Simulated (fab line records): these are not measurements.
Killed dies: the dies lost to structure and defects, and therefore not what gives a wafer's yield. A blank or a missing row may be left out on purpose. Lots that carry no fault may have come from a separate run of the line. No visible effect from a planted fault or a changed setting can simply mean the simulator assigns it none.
fab line records	flow nandHarc
record lots=7	wafers=19	lastDay=32
route steps=1302 shown A_SLIT@940 A_SIN_REMOVE@947 A_WL_FILL@952 END@1302
lots with no fault: from the same line, run without faults
startH: hours from the record's opening day to when the first of the lot's shown wafers began	waitH: hours from the lot's prior step to this one	" the same as in the row above	L1.1+2: several wafers, shown together as one row	- value missing, or start not given	* or withheld: withheld	< > ~ a bound
route shown NAME@n: names a module that has steps shown in the file, with the first one's number in the route	usual: mean and standard deviation over wafers with no fault	same: alike in all rows	chamber/n: place in a boat	sites: the reading at each site	_std_site: the standard deviation of these	_edge_site: outer sites' mean less inner sites'	radiusMm: for every site, how far away it sits from the centre of the wafer	mask NAME#n: copy n	behind: the last tool/chamber to shape the wafer	hold: what put the lot on hold/how long, in hours/how the hold closed	device: the transistor (n, p or np) that didn't switch	end of line: at the end of the route, the tests of the same wafers	a step without rows: its recipe alone	killed: at the first sort, the dies lost to defects and structure; wafer yield is something else	map: a wafer's dies, x killed, . not, _ none there
set.NAME: the run value of the setting; set.NAME@STEP: its run value at that earlier step	model.NAME: the simulator's own value behind a step, which no gauge read
a table for each step, a row for each wafer; lots at some steps of the route
services: when a tool's chamber went out of use (startH, in hours from the record's first day, below 0 if earlier), for how many hours, and the reason
## steps
# step NHARC_A_SLIT_ETCH_26
# recipe biasV=400	sourceW=2000	pressureMtorr=25	timeS=90	arFlowSccm=375	c4f8FlowSccm=41.7	o2FlowSccm=83.3	targetDepthA=4000	chemistry=C4F8/O2/Ar
# usual drypumpMotorCurrentA=5.8/0.59	oesAirLineAu=0.999/0.022	showerheadPlenumPTorr=3.71/0.15	throttleValvePct=27.618/0.0092
lot.wafer	tool	chamber	startH	waitH	drypumpMotorCurrentA	oesAirLineAu	rfHoursCounterH	showerheadPlenumPTorr	throttleValvePct
L665.4	harEtch-01	1	469.12	1.9	6.8	0.992	-	3.68	27.618
L665.5	"	1	"	"	6.8	0.989	-	3.68	27.602
L665.6	"	0	"	"	5.6	0.997	-	3.57	27.614
L674.2	harEtch-02	0	548.69	3.1	5.8	1.016	91	3.70	27.626
L674.3	"	0	"	"	5.8	0.976	-	3.70	27.632
L676.2	harEtch-01	0	566.70	3.0	5.6	1.004	317	3.54	27.616
L676.1	"	1	"	"	6.8	0.986	317	3.65	27.606
L677.1	harEtch-02	0	575.34	3.0	5.7	0.964	106	3.69	27.606
L677.2	"	1	"	"	5.1	0.984	106	3.92	27.607
L677.3	"	0	"	"	5.8	0.987	-	3.69	27.623
L681.2	harEtch-01	0	627.17	2.4	5.6	1.021	355	3.52	27.623
L681.6	"	1	"	"	6.8	1.029	-	3.64	27.614
L681.5	"	0	"	"	5.6	1.027	-	3.52	27.612
L683.3	harEtch-02	0	648.40	1.9	5.8	0.978	-	3.66	27.619
L683.5	"	0	"	"	5.8	1.016	-	3.66	27.614
L683.6	"	1	"	"	5.1	0.961	-	3.89	27.609
L686.1	harEtch-01	1	666.21	3.0	6.8	1.011	370	3.62	27.628
L686.3	"	0	"	"	5.6	1.031	-	3.50	27.627
L686.6	"	1	"	"	6.8	1.047	-	3.62	27.615
# step NHARC_A_SLIT_STRIP_28
# recipe o2FlowSccm=400	cosFlowSccm=20	arFlowSccm=0	biasW=0	chemistry=O2/COS
# step NHARC_A_SLIT_ETCH_29
# recipe targetDepthA=1000	overetchA=100	timeS=55	ionEnergyEv=100	cf4FlowSccm=80	o2FlowSccm=20	arFlowSccm=0	rfW=300	biasW=100	chemistry=CF4/O2
# usual biasW=99.98/0.29	cf4FlowSccm=80.00/0.23	drypumpMotorCurrentA=5.8/0.46	oesProductAu=0.997/0.01	rfVppV=198.0/1.3	showerheadPlenumPTorr=1.34/0.051	throttleValvePct=13.398/0.009
lot.wafer	tool	chamber	startH	waitH	biasW	cf4FlowSccm	drypumpMotorCurrentA	oesProductAu	rfHoursCounterH	rfVppV	showerheadPlenumPTorr	throttleValvePct
L665.4	rieDiel-05	2	469.96	0.1	100.49	80.13	6.1	0.981	3.0	199.7	1.43	13.398
L665.5	"	3	"	"	100.16	79.87	5.6	0.987	-	197.7	1.32	13.398
L665.6	"	0	"	"	100.06	79.62	5.5	0.995	-	197.0	1.31	13.414
L674.3	rieDiel-04	3	549.59	0.1	99.67	80.10	5.9	0.997	0.2	198.7	1.33	13.403
L674.2	"	0	"	"	100.31	79.99	5.9	1.006	0.2	198.3	1.32	13.383
L676.2	rieDiel-10	1	567.59	0.1	100.13	79.77	5.3	0.999	8.8	196.1	1.31	13.384
L676.1	"	3	"	"	100.13	79.25	6.0	1.004	9.0	199.3	1.40	13.394
L677.3	rieDiel-05	0	576.23	0.1	100.17	80.27	5.5	1.010	8.8	198.2	1.31	13.391
L677.1	"	1	"	"	99.82	79.94	6.5	0.991	9.5	197.0	1.36	13.391
L677.2	"	2	"	"	99.90	80.41	6.1	0.979	9.4	199.8	1.43	13.407
L681.2	rieDiel-05	3	628.04	0.1	100.01	80.06	5.5	1.001	1.8	198.1	1.32	13.388
L681.6	"	0	"	"	99.61	79.74	5.5	1.005	-	197.8	1.31	13.399
L681.5	"	1	"	"	100.09	80.30	6.5	0.981	-	198.0	1.36	13.397
L683.3	rieDiel-05	0	649.23	0.1	100.11	79.66	5.5	0.995	3.1	196.4	1.31	13.415
L683.6	"	2	"	"	99.33	80.23	6.1	1.005	-	200.6	1.43	13.394
L683.5	"	3	"	"	99.90	80.22	5.5	1.001	-	198.6	1.32	13.410
L686.3	rieDiel-04	2	667.10	0.1	100.46	80.29	6.3	0.982	6.3	199.7	1.39	13.393
L686.1	"	0	"	"	99.80	80.08	6.0	0.998	8.4	197.2	1.31	13.383
L686.6	"	2	"	"	99.72	80.14	6.3	0.993	-	198.8	1.39	13.393
# step NHARC_A_SLIT_STRIP_18
# recipe o2FlowSccm=500	arFlowSccm=0	biasW=0	chemistry=O2
# usual drypumpMotorCurrentA=5.8/0.46	oesProductAu=0.997/0.0097	rfVppV=57.7/0.88	showerheadPlenumPTorr=3.53/0.12	throttleValvePct=17.035/0.0094
# same biasW=0
lot.wafer	tool	chamber	startH	waitH	drypumpMotorCurrentA	oesProductAu	rfHoursCounterH	rfVppV	showerheadPlenumPTorr	throttleValvePct
L665.4	rieDiel-05	3	-	-	5.6	0.989	2.5	57.6	3.49	17.045
L665.5	"	1	"	"	6.5	0.993	-	57.4	3.60	17.023
L665.6	"	2	"	"	6.1	0.995	-	57.0	3.76	17.047
L674.2	rieDiel-04	1	-	-	5.0	1.013	0.2	57.1	3.38	17.034
L674.3	"	3	"	"	5.9	0.995	0.2	57.5	3.51	17.032
L676.2	rieDiel-10	1	-	-	5.2	1.006	8.9	56.3	3.45	17.034
L676.1	"	3	"	"	6.0	1.001	9.0	57.4	3.69	17.034
L677.3	rieDiel-05	0	-	-	5.5	0.999	8.8	57.8	3.46	17.023
L677.1	"	2	"	"	6.1	0.979	9.4	58.1	3.76	17.035
L677.2	"	3	"	"	5.5	0.984	8.7	58.9	3.49	17.042
L681.2	rieDiel-05	2	-	-	6.1	0.992	2.0	59.1	3.76	17.035
L681.6	"	0	"	"	5.5	0.991	-	56.6	3.46	17.027
L681.5	"	1	"	"	6.5	0.986	-	58.2	3.59	17.039
L683.3	rieDiel-05	1	-	-	6.6	0.991	3.7	58.0	3.59	17.035
L683.5	"	0	"	"	5.5	0.998	-	56.9	3.46	17.050
L683.6	"	1	"	"	6.6	0.996	-	57.8	3.59	17.038
L686.3	rieDiel-04	3	-	-	5.9	0.997	7.6	58.3	3.50	17.034
L686.1	"	0	"	"	5.9	0.996	8.4	58.0	3.48	17.019
L686.6	"	2	"	"	6.4	0.995	-	57.7	3.66	17.030
# step NHARC_A_SLIT_PRECLEAN_19
# recipe timeS=*	tempC=50	bathAgeMin=0	chemistry=SC1
# step NHARC_A_SLIT_SRD_20
# step NHARC_A_SLIT_CD_MEAS_21
# usual cdNm=289.7/0.81
lot.wafer	tool	chamber	startH	waitH	cdNm
L665.4	cdSem-02	-	470.49	-	290.3
L665.5	"	-	"	"	290.5
L665.6	"	-	"	"	289.0
L674.2	cdSem-02	-	550.11	-	290.1
L674.3	"	-	"	"	289.4
L676.1	cdSem-03	-	568.12	-	289.5
L676.2	"	-	"	"	289.6
L677.1	cdSem-03	-	576.76	-	288.7
L677.2	"	-	"	"	289.2
L677.3	"	-	"	"	289.0
L681.2	cdSem-02	-	628.56	-	289.4
L681.5	"	-	"	"	289.2
L681.6	"	-	"	"	289.5
L683.3	cdSem-02	-	649.76	-	289.1
L683.5	"	-	"	"	289.4
L683.6	"	-	"	"	288.9
L686.1	cdSem-03	-	667.63	-	289.3
L686.3	"	-	"	"	288.8
L686.6	"	-	"	"	289.4
# step NHARC_A_SIN_REMOVE_WET_00
# recipe tempC=160	timeS=15300	chemistry=H3PO4
# step NHARC_A_SIN_REMOVE_PRECLEAN_01
# recipe timeS=*	tempC=50	bathAgeMin=0	chemistry=SC1
# step NHARC_A_SIN_REMOVE_SRD_02
# step NHARC_A_SIN_REMOVE_INSPECT_04
# usual rawDefectCount=393/93
lot.wafer	tool	chamber	startH	waitH	rawDefectCount
L665.4	defectInspect-02	-	477.11	0.0	317
L665.5	"	-	"	"	361
L665.6	"	-	"	"	423
L674.2	defectInspect-01	-	556.78	0.0	373
L674.3	"	-	"	"	320
L676.1	defectInspect-01	-	574.72	0.0	390
L676.2	"	-	"	"	370
L677.1	defectInspect-02	-	583.38	0.0	388
L677.2	"	-	"	"	460
L677.3	"	-	"	"	385
L681.2	defectInspect-01	-	635.18	0.0	671
L681.5	"	-	"	"	381
L681.6	"	-	"	"	348
L683.3	defectInspect-02	-	656.39	0.0	420
L683.5	"	-	"	"	552
L683.6	"	-	"	"	464
L686.1	defectInspect-01	-	674.18	0.0	349
L686.3	"	-	"	"	625
L686.6	"	-	"	"	353
# step NHARC_A_WL_FILL_ALD_00
# recipe targetThkA=30	pulseTimeS=3	aldCycles=30	tempC=300	material=Al2O3
# usual aldCycles=30/0	heaterPowerOuterW=250/24	heaterPowerW=446/40	precursorPulseHeightRel=1.001/0.019
lot.wafer	tool	chamber	startH	waitH	aldCycles	heaterPowerOuterW	heaterPowerW	precursorPulseHeightRel
L665.4	aldHk-03	0	477.17	0.1	30	280	463	0.974
L665.6	"	0	"	"	30	280	478	1.030
L665.5	"	1	"	"	30	273	460	1.010
L674.2	aldHk-04	1	556.85	0.1	23	240	418	1.016
L674.3	"	3	"	"	30	293	530	0.989
L676.2	aldHk-04	0	574.79	0.1	23	216	411	1.021
L676.1	"	1	"	"	30	242	413	1.011
L677.3	aldHk-04	1	583.45	0.1	30	233	418	0.991
L677.2	"	3	"	"	23	297	545	0.982
L677.1	"	0	"	"	30	224	401	1.020
L681.2	aldHk-03	0	635.32	0.1	30	270	470	1.030
L681.6	"	1	"	"	30	275	477	1.024
L681.5	"	2	"	"	30	220	404	0.987
L683.3	aldHk-04	2	656.45	0.1	30	239	463	1.005
L683.5	"	2	"	"	30	234	445	0.985
L683.6	"	3	"	"	30	289	509	1.012
L686.3	aldHk-04	2	674.27	0.1	30	240	440	0.986
L686.1	"	0	"	"	30	222	405	1.003
L686.6	"	1	"	"	30	222	399	1.040
# step NHARC_A_WL_FILL_RTA_01
# recipe tempC=1000	timeS=5
# usual lampPowerPct=27.7/1.2	wafer_temp_C_max=1004.0/0.81
lot.wafer	tool	chamber	startH	waitH	lampPowerPct	wafer_temp_C_max
L665.4	rtpAnneal-02	0	477.52	-	26.8	1003.1
L665.5	"	0	"	"	26.8	1004.5
L665.6	"	0	"	"	26.8	1004.2
L674.2	rtpAnneal-01	0	557.14	-	29.2	1002.8
L674.3	"	0	"	"	29.3	1004.0
L676.1	rtpAnneal-02	0	575.06	-	26.8	1005.1
L676.2	"	0	"	"	26.8	1003.2
L677.1	rtpAnneal-02	0	583.73	-	26.8	1004.6
L677.2	"	0	"	"	26.8	1004.3
L677.3	"	0	"	"	26.8	1003.1
L681.2	rtpAnneal-02	0	635.53	-	26.8	1003.9
L681.5	"	0	"	"	26.8	1003.2
L681.6	"	0	"	"	26.8	1005.9
L683.3	rtpAnneal-02	0	656.77	-	26.9	1004.8
L683.5	"	0	"	"	26.8	1003.8
L683.6	"	0	"	"	26.8	1003.5
L686.1	rtpAnneal-02	0	674.51	-	26.8	1003.6
L686.3	"	0	"	"	26.8	1003.9
L686.6	"	0	"	"	26.7	1004.4
# step NHARC_END_SORT_01
# recipe tempC=25
# usual killedAtArray=55/23	killedAtOther=1.0/1.2	killedAtPeriphery=3.2/2.7	killedDies=59/23	killedOpen=3.1/1.6	killedShort=2.2/1.5
# same grossDies=677
lot.wafer	tool	chamber	startH	waitH	killedAtArray	killedAtOther	killedAtPeriphery	killedDies	killedOpen	killedShort
L665.4	prober-01	0	576.36	3.4	45	0	0	45	3	3
L665.5	prober-01	0	577.16	3.7	41	0	0	41	4	3
L665.6	prober-01	0	577.96	4.0	41	0	3	44	5	5
L676.1	prober-02	0	673.39	2.5	78	6	1	85	1	5
L676.2	prober-02	0	674.19	2.8	79	1	3	83	2	2
L681.2	prober-01	0	735.78	2.8	67	0	1	68	3	1
# killed by level:class
L665.4 A_SLIT:chamberFilmFlake=22 A_STAIRCASE:chamberFilmFlake=6 A_CHANNEL_HOLE_D1:chamberFilmFlake=2 A_DECK1_JOINT:chamberFilmFlake=2 A_CHANNEL_HOLE_D2:chamberFilmFlake=2 A_BONDPAD:chamberFilmFlake=2 A_ONON_D1:geometricParticle:short=1 A_ONON_D2:geometricParticle:short=1
L665.5 A_SLIT:chamberFilmFlake=18 A_CHANNEL_HOLE_D2:chamberFilmFlake=8 A_CHANNEL_FILL_D2:geometricParticle:open=2 A_WL_FILL:geometricParticle:short=2 A_CHANNEL_HOLE_D1:chamberFilmFlake=2 A_CONTACT:chamberFilmFlake=2 A_STAIRCASE:chamberFilmFlake=2 A_ONON_D2:geometricParticle:open=1
L665.6 A_SLIT:chamberFilmFlake=17 A_CHANNEL_HOLE_D2:chamberFilmFlake=6 P_CONTACT:chamberFilmFlake=3 A_CHANNEL_HOLE_D1:chamberFilmFlake=3 A_CHANNEL_FILL_D2:geometricParticle:short=2 A_WL_FILL:chamberFilmFlake=2 A_CHANNEL_FILL_D1:geometricParticle:short=1 A_DECK1_JOINT:geometricParticle:short=1
L676.1 A_CHANNEL_HOLE_D1:chamberFilmFlake=27 A_SLIT:chamberFilmFlake=19 A_CHANNEL_HOLE_D2:chamberFilmFlake=16 A_CONTACT:chamberFilmFlake=4 A_M0:chamberFilmFlake=3 HYBRID_BOND:chamberFilmFlake=3 THIN_TSV:chamberFilmFlake=3 A_ONON_D1:geometricParticle:short=2
L676.2 A_SLIT:chamberFilmFlake=27 A_CHANNEL_HOLE_D1:chamberFilmFlake=25 A_CHANNEL_HOLE_D2:chamberFilmFlake=14 A_M0:chamberFilmFlake=4 P_GATE:chamberFilmFlake=2 A_STAIRCASE:chamberFilmFlake=2 A_CONTACT:chamberFilmFlake=2 P_M0:geometricParticle:open=1
L681.2 A_CHANNEL_HOLE_D1:chamberFilmFlake=30 A_SLIT:chamberFilmFlake=23 A_STAIRCASE:chamberFilmFlake=5 A_CONTACT:chamberFilmFlake=5 A_SOURCE_PLATE:geometricParticle:open=1 A_CHANNEL_HOLE_D1:geometricParticle:open=1 A_CHANNEL_FILL_D1:geometricParticle:short=1 A_CHANNEL_FILL_D2:geometricParticle:open=1
## services
tool	chamber	startH	hours	kind
harEtch-01	-	449.83	4.8	repair
rieDiel-10	1	450.74	1.6	repair
rieDiel-05	0	464.73	-	clean
rieDiel-05	1	464.73	-	clean
rieDiel-05	2	464.73	-	clean
rieDiel-05	3	464.73	-	clean
rieDiel-04	-	472.28	0.8	repair
rieDiel-05	0	489.23	-	clean
rieDiel-05	-	490.41	0.3	repair
harEtch-01	-	502.35	5.9	repair
rieDiel-10	2	504.28	4.7	repair
rieDiel-10	-	512.27	0.4	repair
rieDiel-04	-	531.95	9.0	pm
aldHk-03	-	569.01	10.0	pm
rieDiel-05	-	583.60	9.0	pm
rieDiel-10	-	596.50	9.0	pm
rieDiel-05	0	598.80	4.6	repair
aldHk-04	-	614.98	10.0	pm
rieDiel-10	1	615.14	6.6	repair
rieDiel-04	1	628.80	5.8	repair
rieDiel-05	1	634.21	2.7	repair
rieDiel-10	1	657.80	6.8	repair
rieDiel-05	0	658.72	8.7	repair
rieDiel-10	2	660.25	1.7	repair
## key
firstSign step=NHARC_A_WL_FILL_ALD_00	reading=aldCycles	direction=down	sigmas=99+	usual=30	struck=23
effect none on later readings
metAt NHARC_A_WL_FILL_ALD_00
struckWafers L674.2,L676.2,L677.2
testerLeftOut L674,L676,L677
fault kind=processParameterDrift	tool=aldHk-04	chamber=-	onsetH=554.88	steps=NHARC_A_WL_FILL_ALD_00	channel=aldCycles	offset=-7	shape=step	endH=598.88	scope=struckWafersOnly	actsIn=theseRecipesOnly	stated=30
# testerLeftOut: of these lots the tester's yield and bins aren't shown, on N5 and GAA mostly nor the transistor test; their killed dies are dies lost to structure and defects alone, not to doping, threshold or leakage, so they don't give the yield
